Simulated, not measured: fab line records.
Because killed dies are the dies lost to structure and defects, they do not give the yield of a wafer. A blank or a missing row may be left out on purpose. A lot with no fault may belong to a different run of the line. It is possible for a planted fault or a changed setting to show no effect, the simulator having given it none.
fab line records	flow nand-harc
[record] lots = 24	wafers = 72	last-day = 24
route steps=1159 shown A_STAIRCASE@670
lots with no fault: from the same line, run without faults
start-h: start of the lot's first displayed wafer, in hours after the record's first day	wait-h: how many hours have passed since the lot's step before this one	" identical to the entry in the row above	L1.1+2: several wafers, shown together as one row	- no value, or no start was given	* or withheld: withheld	< > ~ a bound
route shown NAME@n: a module of which the file shows steps, and the number in the route of the first	usual: mean and standard deviation over wafers with no fault	same: alike in all rows	chamber/n: place in a boat	sites: readings site by site	_std_site: standard deviation across them	_edge_site: outer sites' mean less inner sites'	radius-mm: for every site, how far away it sits from the centre of the wafer	mask NAME#n: copy n	behind: the last tool/chamber to shape the wafer	hold: why the lot went on hold/how many hours it stayed there/how the hold came to an end	device: the transistor (n, p or np) that didn't switch	end of line: the same wafers' tests at the end of the route	a step with no rows: only its recipe	killed: at the first sort, the dies lost to defects and structure; wafer yield is something else	map: dies across one wafer; x = killed, . = not, _ = none there
set.NAME: setting as actually run; set.NAME@STEP: the setting as run at that earlier step	model.NAME: the simulator's own value behind a step, which no gauge read
one table for each step of the route and one row for each wafer, over a sample of lots
services: when a tool's chamber went out of use (start-h, in hours from the record's first day, below 0 if earlier), for how many hours, and the reason
[[steps]]
[step NHARC_A_STAIRCASE_STRIP_295]
[recipe] o2-flow-sccm = 500	ar-flow-sccm = 0	bias-w = 0	chemistry = O2
[usual] drypump-motor-current-A = 5.6/0.43	o2-flow-sccm = 499.9/1.4	oes-product-au = 0.999/0.0096	rf-vpp-V = 57.9/0.91	showerhead-plenum-p-Torr = 3.61/0.13	throttle-valve-pct = 17.036/0.0096
lot.wafer	tool	chamber	start-h	wait-h	drypump-motor-current-A	o2-flow-sccm	oes-product-au	rf-hours-counter-h	rf-vpp-V	showerhead-plenum-p-Torr	throttle-valve-pct
L074.3	rie-diel-07	3	-	-	6.5	498.5	0.982	3	57.0	3.66	17.039
L074.4	"	1	"	"	5.7	498.8	0.997	3	57.6	3.69	17.041
L074.6	"	3	"	"	6.5	502.0	0.991	-	57.8	3.66	17.041
L075.1	rie-diel-07	2	-	-	5.2	499.3	1.000	7	58.4	3.77	17.022
L075.4	"	1	"	"	5.7	501.5	1.008	7	58.8	3.69	17.037
L075.6	"	3	"	"	6.4	500.4	0.993	-	59.6	3.65	17.035
L076.3	rie-diel-07	0	-	-	5.5	501.9	1.009	9	58.2	3.56	17.035
L076.2	"	1	"	"	5.7	499.9	1.001	8	58.4	3.69	17.037
L076.6	"	0	"	"	5.5	498.1	1.016	-	56.7	3.56	17.050
L078.2	rie-diel-07	2	-	-	5.2	500.7	0.990	10	59.8	3.77	17.023
L078.6	"	0	"	"	5.5	501.1	1.011	-	57.7	3.56	17.045
L078.5	"	1	"	"	5.7	501.7	0.995	-	58.3	3.69	17.017
L077.1	rie-diel-09	1	-	-	5.0	502.0	1.002	6	57.1	3.38	17.047
L077.4	"	2	"	"	6.4	496.2	1.016	-	56.8	3.64	17.041
L077.6	"	1	"	"	5.0	500.6	1.010	-	57.2	3.38	17.035
L079.4	rie-diel-09	0	-	-	5.4	501.6	1.005	8	59.1	3.80	17.023
L079.3	"	3	"	"	5.4	500.0	1.013	14	57.2	3.57	17.041
L079.6	"	0	"	"	5.4	501.1	0.997	-	59.5	3.80	17.029
L081.1	rie-diel-07	3	-	-	6.5	501.6	0.982	22	58.9	3.64	17.026
L081.2	"	1	"	"	5.7	500.5	0.995	19	59.3	3.68	17.032
L081.5	"	0	"	"	5.5	497.2	1.002	-	57.9	3.55	17.016
L080.3	rie-diel-10	1	-	-	5.4	501.3	1.001	46	59.1	3.66	17.046
L080.2	"	3	"	"	5.4	500.4	1.006	40	57.5	3.59	17.045
L080.5	"	1	"	"	5.4	500.2	0.991	-	58.2	3.66	17.040
L083.4	rie-diel-10	0	-	-	5.3	499.7	1.009	46	57.2	3.56	17.040
L083.1	"	3	"	"	5.4	500.4	0.998	41	57.5	3.59	17.037
L083.5	"	1	"	"	5.3	500.9	0.997	-	57.7	3.66	17.048
L082.1	rie-diel-07	2	-	-	5.2	500.2	0.978	23	58.3	3.76	17.040
L082.2	"	3	"	"	6.5	498.4	0.993	24	59.2	3.64	17.036
L082.4	"	0	"	"	5.5	499.3	1.004	23	56.8	3.55	17.033
L084.3	rie-diel-10	1	-	-	5.4	498.7	1.000	50	57.5	3.66	17.032
L084.4	"	3	"	"	5.4	499.5	1.000	44	58.3	3.58	17.034
L084.6	"	2	"	"	5.7	501.6	0.997	-	56.6	3.31	17.032
L087.3	rie-diel-09	0	-	-	5.4	503.3	1.000	17	57.4	3.80	17.041
L087.1	"	2	"	"	6.4	500.7	0.997	24	59.1	3.63	17.035
L087.5	"	0	"	"	5.4	504.0	0.997	-	59.7	3.80	17.013
L086.1	rie-diel-07	0	-	-	5.5	498.8	1.005	29	56.2	3.54	17.028
L086.4	"	1	"	"	5.7	499.5	1.009	28	57.8	3.68	17.021
L086.2	"	3	"	"	6.5	502.5	1.003	30	58.3	3.64	17.021
L085.2	rie-diel-09	1	-	-	5.0	499.0	0.988	29	56.8	3.37	17.047
L085.1	"	2	"	"	6.4	499.4	0.990	31	57.3	3.62	17.044
L085.5	"	3	"	"	5.4	500.6	1.002	-	58.0	3.56	17.038
L088.3	rie-diel-09	2	-	-	6.4	499.5	0.999	34	57.5	3.62	17.025
L088.6	"	0	"	"	5.3	498.6	1.017	-	58.9	3.79	17.025
L088.4	"	2	"	"	6.4	500.8	0.995	-	56.6	3.62	17.027
L091.3	rie-diel-07	0	-	-	5.5	500.5	1.000	40	55.9	3.54	17.021
L091.2	"	3	"	"	6.5	500.3	1.007	43	57.4	3.63	17.028
L091.6	"	0	"	"	5.5	500.6	1.006	-	58.0	3.54	17.043
L090.2	rie-diel-09	0	-	-	5.4	498.6	1.015	29	58.5	3.79	17.015
L090.1	"	2	"	"	6.4	499.8	0.991	38	56.9	3.62	17.039
L090.6	"	3	"	"	5.4	498.9	0.997	-	56.9	3.56	17.040
L089.4	rie-diel-10	0	-	-	5.4	499.3	1.006	0	58.6	3.55	17.029
L089.6	"	3	"	"	5.4	497.9	0.998	-	57.3	3.58	17.037
L089.5	"	0	"	"	5.4	500.9	1.007	-	56.9	3.55	17.029
L093.2	rie-diel-07	0	-	-	5.5	501.6	0.990	46	58.8	3.54	17.046
L093.5	"	1	"	"	5.7	500.9	0.987	-	57.5	3.67	17.037
L093.6	"	2	"	"	5.2	499.9	0.982	-	58.3	3.74	17.029
L092.3	rie-diel-10	3	-	-	5.4	501.3	1.018	3	57.4	3.58	17.036
L092.2	"	0	"	"	5.3	502.3	1.015	3	58.4	3.55	17.033
L092.6	"	2	"	"	5.7	501.1	1.006	-	57.1	3.30	17.028
L094.4	rie-diel-07	2	-	-	5.2	498.6	0.986	53	58.2	3.74	17.028
L094.1	"	3	"	"	6.5	499.2	0.989	52	57.5	3.63	17.045
L094.2	"	1	"	"	5.7	501.5	1.003	51	59.5	3.66	17.031
L095.2	rie-diel-07	0	-	-	5.5	499.5	1.001	51	57.3	3.53	17.033
L095.4	"	2	"	"	5.2	500.4	0.991	54	57.1	3.74	17.019
L095.3	"	3	"	"	6.5	500.5	0.983	53	60.2	3.63	17.050
L096.4	rie-diel-10	2	-	-	5.7	499.7	1.011	10	57.5	3.29	17.036
L096.3	"	3	"	"	5.4	500.8	0.998	9	56.7	3.57	17.034
L096.1	"	0	"	"	5.3	500.8	1.027	9	56.6	3.55	17.045
L097.4	rie-diel-07	0	-	-	5.5	502.9	1.003	52	57.4	3.53	17.046
L097.5	"	1	"	"	5.7	500.1	0.995	-	58.9	3.66	17.051
L097.6	"	2	"	"	5.2	501.0	0.990	-	58.8	3.74	17.030
[step NHARC_A_STAIRCASE_DEP_301]
[recipe] target-thk-a = 300	target-thk-nm = 30	temp-c = 400	pressure-torr = 3.5	flow-sccm = 200	rf-w = 350	material = SiON
[usual] heater-power-w = 749/75
lot.wafer	tool	chamber	start-h	wait-h	heater-power-w
L074.3	pecvd-01	1	255.31	1.0	693
L074.6	"	0	"	"	643
L074.4	"	1	"	"	722
L075.1	pecvd-01	2	266.81	1.8	847
L075.4	"	0	"	"	675
L075.6	"	1	"	"	692
L076.3	pecvd-03	0	267.77	1.0	691
L076.2	"	1	"	"	631
L076.6	"	1	"	"	645
L078.2	pecvd-03	2	274.21	1.2	671
L078.6	"	2	"	"	683
L078.5	"	0	"	"	777
L077.1	pecvd-03	0	280.44	1.6	708
L077.4	"	0	"	"	711
L077.6	"	1	"	"	715
L079.3	pecvd-02	2	298.29	1.0	666
L079.6	"	1	"	"	746
L079.4	"	2	"	"	657
L081.2	pecvd-01	0	304.12	1.2	778
L081.1	"	1	"	"	828
L081.5	"	0	"	"	754
L080.2	pecvd-02	1	308.43	1.3	745
L080.3	"	0	"	"	723
L080.5	"	0	"	"	725
L083.1	pecvd-03	2	310.32	1.6	779
L083.5	"	1	"	"	697
L083.4	"	2	"	"	758
L082.1	pecvd-03	1	310.52	1.6	664
L082.2	"	2	"	"	766
L082.4	"	0	"	"	807
L084.3	pecvd-02	1	314.60	1.0	666
L084.6	"	1	"	"	660
L084.4	"	0	"	"	775
L087.3	pecvd-02	2	329.36	1.0	783
L087.1	"	1	"	"	824
L087.5	"	1	"	"	816
L086.1	pecvd-03	0	330.45	1.6	849
L086.2	"	2	"	"	731
L086.4	"	1	"	"	701
L085.1	pecvd-01	0	354.67	1.6	748
L085.2	"	2	"	"	942
L085.5	"	2	"	"	926
L088.3	pecvd-01	0	359.03	1.0	758
L088.6	"	0	"	"	761
L088.4	"	1	"	"	815
L091.2	pecvd-01	0	362.33	1.3	689
L091.3	"	2	"	"	933
L091.6	"	2	"	"	938
L090.1	pecvd-02	2	364.76	1.5	741
L090.2	"	1	"	"	766
L090.6	"	2	"	"	728
L089.4	pecvd-03	0	368.97	0.8	783
L089.6	"	2	"	"	719
L089.5	"	0	"	"	817
L093.2	pecvd-03	0	375.89	1.3	818
L093.5	"	0	"	"	826
L093.6	"	1	"	"	623
L092.2	pecvd-02	0	377.97	1.5	758
L092.3	"	1	"	"	816
L092.6	"	0	"	"	726
L094.2	pecvd-01	1	386.26	1.3	721
L094.1	"	2	"	"	824
L094.4	"	1	"	"	731
L095.2	pecvd-02	1	388.99	1.2	746
L095.4	"	1	"	"	743
L095.3	"	2	"	"	666
L096.1	pecvd-03	2	393.91	1.5	634
L096.3	"	1	"	"	698
L096.4	"	2	"	"	642
L097.5	pecvd-01	2	395.85	0.4	918
L097.4	"	0	"	"	768
L097.6	"	1	"	"	832
[step NHARC_A_STAIRCASE_DESCUM_312]
[recipe] time-s = 3	o2-flow-sccm = 200	ar-flow-sccm = 0	bias-power-w = 0	chemistry = O2
[usual] drypump-motor-current-A = 5.6/0.43	o2-flow-sccm = 200.0/0.57	oes-product-au = 0.998/0.0085	rf-vpp-V = 58.0/0.94	showerhead-plenum-p-Torr = 1.96/0.07	throttle-valve-pct = 11.312/0.009
lot.wafer	tool	chamber	start-h	wait-h	drypump-motor-current-A	o2-flow-sccm	oes-product-au	rf-hours-counter-h	rf-vpp-V	showerhead-plenum-p-Torr	throttle-valve-pct
L074.4	rie-diel-10	0	256.27	-	5.3	199.4	1.004	27	57.8	1.94	11.319
L074.3	"	1	"	"	5.4	199.2	0.990	28	55.8	2.00	11.290
L074.6	"	0	"	"	5.3	199.5	1.001	-	57.3	1.94	11.307
L075.1	rie-diel-07	1	267.67	-	5.6	199.9	1.006	8	58.5	2.01	11.313
L075.4	"	3	"	"	6.4	200.1	0.997	9	58.1	1.99	11.299
L075.6	"	0	"	"	5.5	200.7	1.014	-	58.3	1.93	11.294
L076.2	rie-diel-10	3	268.74	-	5.3	200.3	1.011	31	57.2	1.95	11.313
L076.3	"	0	"	"	5.4	199.9	1.010	31	57.3	1.94	11.305
L076.6	"	3	"	"	5.4	200.8	1.011	-	57.7	1.95	11.313
L078.2	rie-diel-07	1	275.06	-	5.6	200.3	1.002	10	57.3	2.01	11.298
L078.5	"	1	"	"	5.7	199.0	0.994	-	58.2	2.01	11.310
L078.6	"	2	"	"	5.2	199.8	0.986	-	57.8	2.05	11.308
L077.4	rie-diel-09	1	281.42	-	5.0	199.8	1.001	9	56.2	1.83	11.309
L077.1	"	3	"	"	5.3	200.6	0.989	8	57.2	1.94	11.326
L077.6	"	1	"	"	5.0	199.9	0.998	-	56.8	1.83	11.315
L079.4	rie-diel-09	2	299.12	-	6.4	199.9	1.004	16	58.1	1.97	11.313
L079.3	"	0	"	"	5.4	199.7	0.998	9	59.0	2.07	11.305
L079.6	"	2	"	"	6.4	199.7	1.008	-	57.0	1.97	11.312
L081.1	rie-diel-07	0	305.11	-	5.5	200.0	1.006	23	56.8	1.92	11.308
L081.2	"	1	"	"	5.7	199.5	0.984	22	58.4	2.00	11.314
L081.5	"	0	"	"	5.5	200.4	1.005	-	57.7	1.92	11.316
L080.3	rie-diel-10	0	309.51	-	5.3	199.9	1.011	47	59.4	1.93	11.320
L080.2	"	1	"	"	5.4	199.1	1.002	48	58.2	1.99	11.327
L080.5	"	3	"	"	5.4	199.6	0.991	-	57.5	1.95	11.308
L083.1	rie-diel-07	3	311.14	-	6.4	198.8	0.995	26	58.0	1.98	11.305
L083.4	"	0	"	"	5.5	200.5	1.003	25	59.5	1.92	11.308
L083.5	"	3	"	"	6.4	199.4	0.991	-	57.4	1.98	11.305
L082.2	rie-diel-07	0	311.50	-	5.5	199.9	1.009	25	57.4	1.92	11.316
L082.4	"	1	"	"	5.7	199.1	0.988	24	58.1	2.00	11.323
L082.1	"	3	"	"	6.4	199.7	0.992	26	59.0	1.98	11.308
L084.4	rie-diel-10	3	315.59	-	5.4	199.3	1.012	44	56.8	1.95	11.307
L084.3	"	2	"	"	5.7	200.3	1.005	49	57.7	1.78	11.318
L084.6	"	3	"	"	5.4	200.5	1.011	-	57.7	1.95	11.310
L087.1	rie-diel-10	2	330.35	-	5.7	200.9	1.003	52	58.4	1.78	11.325
L087.3	"	1	"	"	5.4	200.7	0.996	53	57.7	1.99	11.317
L087.5	"	3	"	"	5.4	199.5	1.006	-	58.3	1.94	11.306
L086.2	rie-diel-07	3	331.45	-	6.4	199.9	0.991	31	59.2	1.98	11.305
L086.4	"	0	"	"	5.5	199.8	1.008	30	57.6	1.92	11.314
L086.1	"	1	"	"	5.7	199.7	0.996	29	59.3	2.00	11.293
L085.1	rie-diel-07	0	355.70	-	5.5	200.1	0.996	39	58.9	1.92	11.311
L085.2	"	1	"	"	5.7	199.0	1.004	38	58.6	2.00	11.314
L085.5	"	3	"	"	6.4	199.0	1.006	-	57.4	1.97	11.314
L088.3	rie-diel-09	0	360.11	-	5.4	200.0	0.997	30	58.5	2.07	11.314
L088.6	"	3	"	"	5.4	200.0	0.988	-	60.7	1.93	11.319
L088.4	"	0	"	"	5.4	200.4	1.001	-	58.6	2.07	11.313
L091.3	rie-diel-07	1	363.32	-	5.7	200.1	0.996	42	58.8	1.99	11.326
L091.2	"	0	"	"	5.5	199.6	0.996	43	57.6	1.92	11.308
L091.6	"	1	"	"	5.7	200.4	1.001	-	59.1	2.00	11.319
L090.2	rie-diel-07	3	365.74	-	6.4	200.4	0.994	46	57.3	1.97	11.301
L090.1	"	0	"	"	5.5	198.7	1.002	44	57.0	1.92	11.315
L090.6	"	3	"	"	6.5	200.0	0.994	-	59.2	1.97	11.312
L089.4	rie-diel-10	0	369.93	-	5.3	201.0	1.016	2	58.5	1.93	11.312
L089.6	"	1	"	"	5.4	199.7	1.002	-	59.7	1.98	11.302
L089.5	"	2	"	"	5.7	200.1	1.000	-	56.0	1.78	11.304
L093.2	rie-diel-09	2	376.86	-	6.4	200.6	1.012	45	57.2	1.96	11.308
L093.6	"	0	"	"	5.4	200.1	0.996	-	58.2	2.06	11.325
L093.5	"	1	"	"	5.0	199.2	1.005	-	58.0	1.82	11.304
L092.2	rie-diel-07	0	378.94	-	5.5	199.8	0.991	49	57.5	1.92	11.327
L092.3	"	3	"	"	6.4	200.5	0.999	51	57.9	1.97	11.314
L092.6	"	1	"	"	5.7	199.8	0.994	-	57.6	1.99	11.309
L094.2	rie-diel-07	0	387.20	-	5.5	200.6	1.001	51	58.2	1.92	11.321
L094.4	"	2	"	"	5.2	201.1	0.984	54	58.4	2.04	11.326
L094.1	"	3	"	"	6.5	200.9	0.993	53	57.3	1.97	11.301
L095.4	rie-diel-07	2	389.94	-	5.2	199.2	0.986	54	59.1	2.04	11.303
L095.3	"	3	"	"	6.4	200.9	0.989	53	59.2	1.97	11.288
L095.2	"	0	"	"	5.5	200.0	1.013	51	58.0	1.92	11.302
L096.3	rie-diel-07	3	394.77	-	6.5	199.8	0.984	55	58.3	1.97	11.309
L096.4	"	1	"	"	5.6	200.6	0.997	54	57.3	1.99	11.305
L096.1	"	2	"	"	5.2	199.1	0.998	56	59.3	2.04	11.317
L097.4	rie-diel-07	0	396.64	-	5.5	200.1	1.000	53	57.9	1.91	11.319
L097.5	"	0	"	"	5.5	200.6	1.012	-	57.0	1.91	11.328
L097.6	"	1	"	"	5.6	200.6	0.994	-	58.5	1.99	11.312
[step NHARC_A_STAIRCASE_ETCHBACK_416]
[recipe] target-depth-a = 360	time-s = 7.2	c4f8-flow-sccm = withheld	o2-flow-sccm = 8	ar-flow-sccm = withheld	rf-w = 600	bias-w = 800	chemistry = C4F8/O2/Ar
[usual] oes-product-au = 0.94/0.03	rf-vpp-V = 724/4
lot.wafer	tool	chamber	start-h	wait-h	oes-product-au	rf-hours-counter-h	rf-vpp-V
L074.3	rie-diel-07	1	-	-	0.91	6	727
L074.4	"	0	"	"	0.93	7	724
L074.6	"	2	"	"	0.93	-	730
L075.1	rie-diel-09	0	-	-	0.99	2	731
L075.4	"	1	"	"	1.01	3	721
L075.6	"	0	"	"	0.98	-	731
L076.2	rie-diel-07	0	-	-	0.92	10	725
L076.3	"	1	"	"	0.92	9	728
L076.6	"	1	"	"	0.93	-	728
L078.2	rie-diel-10	3	-	-	1.01	32	725
L078.6	"	3	"	"	0.99	-	725
L078.5	"	0	"	"	1.01	-	724
L077.1	rie-diel-10	0	-	-	0.93	40	725
L077.4	"	1	"	"	0.94	41	728
L077.6	"	3	"	"	0.94	-	725
L079.3	rie-diel-10	3	-	-	0.93	41	726
L079.4	"	1	"	"	0.94	47	727
L079.6	"	3	"	"	0.93	-	725
L081.1	rie-diel-07	2	-	-	0.92	24	730
L081.2	"	3	"	"	0.92	25	726
L081.5	"	2	"	"	0.93	-	730
L080.2	rie-diel-10	1	-	-	0.92	50	728
L080.3	"	2	"	"	0.92	49	716
L080.5	"	3	"	"	0.93	-	725
L083.1	rie-diel-10	2	-	-	0.92	49	716
L083.4	"	1	"	"	0.93	50	728
L083.5	"	2	"	"	0.92	-	716
L082.4	rie-diel-09	0	-	-	0.92	14	731
L082.2	"	1	"	"	0.92	19	720
L082.1	"	2	"	"	0.93	20	726
L084.4	rie-diel-07	0	-	-	0.93	28	724
L084.3	"	1	"	"	0.93	27	727
L084.6	"	1	"	"	0.92	-	728
L087.3	rie-diel-10	1	-	-	0.94	53	728
L087.1	"	3	"	"	0.93	48	723
L087.5	"	0	"	"	0.94	-	723
L086.4	rie-diel-10	3	-	-	0.93	48	725
L086.2	"	0	"	"	0.93	53	723
L086.1	"	1	"	"	0.93	53	728
L085.1	rie-diel-07	2	-	-	0.91	43	729
L085.2	"	3	"	"	0.92	44	727
L085.5	"	0	"	"	0.91	-	723
L088.3	rie-diel-10	2	-	-	1.00	1	718
L088.4	"	3	"	"	1.00	0	725
L088.6	"	3	"	"	1.02	-	724
L091.3	rie-diel-07	0	-	-	0.93	44	723
L091.2	"	1	"	"	0.92	43	728
L091.6	"	2	"	"	0.90	-	730
L090.2	rie-diel-09	1	371.06	1.6	0.91	36	719
L090.1	"	2	"	"	0.92	43	726
L090.6	"	0	"	"	0.93	-	730
L089.4	rie-diel-10	1	-	-	0.93	4	727
L089.5	"	3	"	"	0.94	-	726
L089.6	"	0	"	"	0.94	-	724
L093.2	rie-diel-10	0	-	-	1.01	6	725
L093.6	"	2	"	"	1.01	-	717
L093.5	"	3	"	"	1.01	-	725
L092.3	rie-diel-10	2	-	-	0.92	8	717
L092.2	"	0	"	"	0.95	6	725
L092.6	"	1	"	"	0.93	-	726
L094.4	rie-diel-10	0	-	-	0.94	9	725
L094.2	"	1	"	"	0.94	10	727
L094.1	"	3	"	"	0.93	9	725
L095.4	rie-diel-07	1	-	-	0.92	54	727
L095.2	"	3	"	"	0.92	55	726
L095.3	"	0	"	"	0.92	53	725
L096.4	rie-diel-10	1	-	-	0.93	12	726
L096.3	"	2	"	"	0.92	12	717
L096.1	"	0	"	"	0.94	11	723
L097.4	rie-diel-10	0	-	-	0.94	12	724
L097.5	"	1	"	"	0.93	-	727
L097.6	"	2	"	"	0.93	-	717
[step NHARC_A_STAIRCASE_ALD_420]
[recipe] target-thk-a = 200	pulse-time-s = 6	ald-cycles = 200	temp-c = 300	material = SiO2
[usual] heater-power-w = 465/37	precursor-pulse-height-rel = 0.999/0.019
lot.wafer	tool	chamber	start-h	wait-h	heater-power-w	precursor-pulse-height-rel
L074.4	ald-hk-03	3	261.75	-	482	0.985
L074.3	"	1	"	"	497	0.975
L074.6	"	3	"	"	482	1.020
L076.2	ald-hk-02	0	276.85	-	460	1.007
L076.3	"	1	"	"	475	1.025
L076.6	"	0	"	"	464	1.019
L075.1	ald-hk-01	0	276.86	-	479	0.993
L075.4	"	1	"	"	399	0.973
L075.6	"	0	"	"	468	1.012
L078.2	ald-hk-03	0	284.55	0.1	448	0.992
L078.6	"	0	"	"	459	0.951
L078.5	"	1	"	"	504	1.023
L077.1	ald-hk-03	2	289.67	-	440	0.997
L077.4	"	3	"	"	486	1.032
L077.6	"	1	"	"	504	1.009
L079.3	ald-hk-02	3	307.97	-	401	0.978
L079.4	"	0	"	"	450	0.980
L079.6	"	1	"	"	493	1.025
L081.2	ald-hk-02	3	313.66	-	405	1.039
L081.1	"	0	"	"	446	1.004
L081.5	"	2	"	"	510	0.996
L080.2	ald-hk-01	0	318.54	-	473	0.990
L080.3	"	2	"	"	507	0.986
L080.5	"	0	"	"	466	0.962
L082.1	ald-hk-03	2	318.82	-	453	1.018
L082.4	"	0	"	"	456	1.015
L082.2	"	1	"	"	502	0.989
L083.4	ald-hk-01	2	319.49	1.1	484	1.001
L083.1	"	0	"	"	477	1.022
L083.5	"	3	"	"	472	0.971
L084.3	ald-hk-01	2	327.62	-	505	0.991
L084.4	"	3	"	"	456	1.019
L084.6	"	1	"	"	391	1.019
L087.3	ald-hk-02	0	339.84	-	435	0.991
L087.1	"	2	"	"	516	1.006
L087.5	"	1	"	"	496	0.978
L086.4	ald-hk-03	2	339.84	-	427	0.995
L086.2	"	3	"	"	490	1.028
L086.1	"	1	"	"	500	1.010
L085.2	ald-hk-01	1	364.46	-	396	0.976
L085.1	"	2	"	"	487	1.003
L085.5	"	2	366.05	-	505	0.982
L088.4	ald-hk-03	2	369.09	-	434	0.988
L088.3	"	0	"	"	463	0.994
L088.6	"	2	"	"	438	1.011
L091.2	ald-hk-02	0	371.90	-	445	1.010
L091.3	"	1	"	"	508	1.002
L091.6	"	3	"	"	414	0.974
L090.1	ald-hk-02	1	375.31	-	489	1.022
L090.2	"	2	"	"	507	1.012
L090.6	"	0	"	"	450	0.991
L089.4	ald-hk-03	2	378.93	-	425	0.992
L089.6	"	0	"	"	437	1.018
L089.5	"	1	"	"	503	0.985
L092.3	ald-hk-03	3	385.08	-	502	0.993
L092.2	"	0	"	"	454	0.977
L092.6	"	3	"	"	470	0.980
L093.2	ald-hk-01	0	385.88	-	483	0.985
L093.5	"	1	"	"	385	0.957
L093.6	"	2	"	"	499	0.970
L094.2	ald-hk-02	1	395.23	-	495	0.996
L094.1	"	2	"	"	525	0.974
L094.4	"	3	"	"	399	1.006
L095.3	ald-hk-03	0	398.46	-	447	0.987
L095.4	"	1	"	"	515	0.998
L095.2	"	3	"	"	494	0.977
L096.4	ald-hk-02	3	402.76	-	401	0.976
L096.3	"	1	"	"	505	1.010
L096.1	"	2	"	"	505	1.006
L097.4	ald-hk-03	0	405.62	-	447	1.012
L097.5	"	3	"	"	490	0.973
L097.6	"	0	"	"	447	0.999
[step NHARC_A_STAIRCASE_DEP_325]
[recipe] target-thk-a = 38000	temp-c = 400	target-thk-nm = 3800	teos-flow-sccm = 200	rf-w = 500	material = SiO2
[usual] heater-power-w = 654/79
lot.wafer	tool	chamber	start-h	wait-h	heater-power-w
L074.3	pecvd-03	2	287.49	0.1	705
L074.6	"	0	"	"	608
L074.4	"	1	"	"	534
L075.1	pecvd-02	1	301.37	0.1	748
L075.4	"	1	"	"	609
L075.6	"	0	"	"	614
L076.2	pecvd-01	2	301.46	0.2	863
L076.3	"	0	"	"	641
L076.6	"	2	"	"	731
L077.1	pecvd-01	0	310.27	0.1	662
L077.4	"	1	"	"	649
L077.6	"	2	"	"	723
L078.2	pecvd-02	0	310.29	0.2	714
L078.6	"	2	"	"	612
L078.5	"	1	"	"	609
L081.2	pecvd-03	1	341.57	0.1	648
L081.1	"	2	"	"	583
L081.5	"	0	"	"	635
L079.3	pecvd-01	1	341.85	0.3	751
L079.4	"	2	"	"	746
L079.6	"	0	"	"	572
L082.1	pecvd-03	2	346.54	0.2	577
L082.2	"	0	"	"	671
L082.4	"	0	"	"	636
L083.1	pecvd-01	2	346.56	0.2	863
L083.4	"	2	"	"	705
L083.5	"	0	"	"	571
L080.2	pecvd-03	2	347.11	0.7	584
L080.3	"	0	"	"	638
L080.5	"	0	"	"	625
L084.3	pecvd-02	1	354.37	0.3	625
L084.6	"	2	"	"	566
L084.4	"	0	"	"	593
L086.1	pecvd-03	2	364.12	0.1	702
L086.2	"	0	"	"	711
L086.4	"	0	"	"	662
L087.1	pecvd-01	2	364.27	0.2	813
L087.3	"	2	"	"	741
L087.5	"	1	"	"	634
L085.1	pecvd-03	1	388.40	0.1	637
L085.2	"	0	"	"	771
L085.5	"	0	"	"	643
L091.2	pecvd-03	0	394.32	0.1	670
L091.3	"	1	"	"	627
L091.6	"	0	"	"	624
L088.3	pecvd-01	0	394.42	0.2	672
L088.4	"	2	"	"	733
L088.6	"	0	"	"	578
L090.1	pecvd-03	2	400.31	0.2	647
L090.2	"	0	"	"	745
L090.6	"	2	"	"	568
L089.5	pecvd-01	0	400.50	0.3	580
L089.6	"	1	"	"	659
L089.4	"	2	"	"	720
L092.2	pecvd-03	2	411.95	0.2	641
L092.3	"	0	"	"	687
L092.6	"	1	"	"	545
L093.2	pecvd-02	2	412.05	0.3	634
L093.6	"	0	"	"	583
L093.5	"	1	"	"	614
L094.1	pecvd-03	0	428.70	0.1	777
L094.2	"	1	"	"	673
L094.4	"	1	"	"	553
L095.3	pecvd-02	0	428.79	0.2	717
L095.2	"	1	"	"	681
L095.4	"	2	"	"	558
L096.1	pecvd-02	2	429.27	0.6	662
L096.3	"	0	"	"	694
L096.4	"	0	"	"	590
L097.5	pecvd-03	1	429.55	0.9	527
L097.6	"	2	"	"	586
L097.4	"	0	"	"	629
[[services]]
tool	chamber	start-h	hours	kind
ald-hk-01	-	228.00	10.0	pm
rie-diel-07	-	228.25	9.0	pm
rie-diel-07	0	228.25	9.0	vent-cycle
rie-diel-07	1	228.25	9.0	vent-cycle
pecvd-01	-	237.11	13.0	pm
rie-diel-07	-	245.11	0.2	repair
rie-diel-09	-	254.17	9.0	pm
pecvd-01	-	264.26	2.1	repair
rie-diel-10	3	270.08	9.6	repair
ald-hk-02	-	280.00	10.0	pm
rie-diel-10	0	290.46	1.5	repair
pecvd-03	-	292.23	13.0	pm
pecvd-02	-	300.15	1.2	repair
rie-diel-10	-	304.83	1.8	repair
pecvd-03	-	321.24	4.4	repair
ald-hk-03	-	323.45	10.0	pm
pecvd-02	-	334.53	13.0	pm
rie-diel-10	-	353.62	9.0	pm
pecvd-01	0	363.24	29.6	repair
pecvd-03	1	364.95	9.8	repair
rie-diel-07	-	405.48	9.0	pm
ald-hk-01	-	408.35	10.0	pm
pecvd-01	-	418.11	13.0	pm
rie-diel-10	-	424.08	0.6	repair
[[key]]
fault none
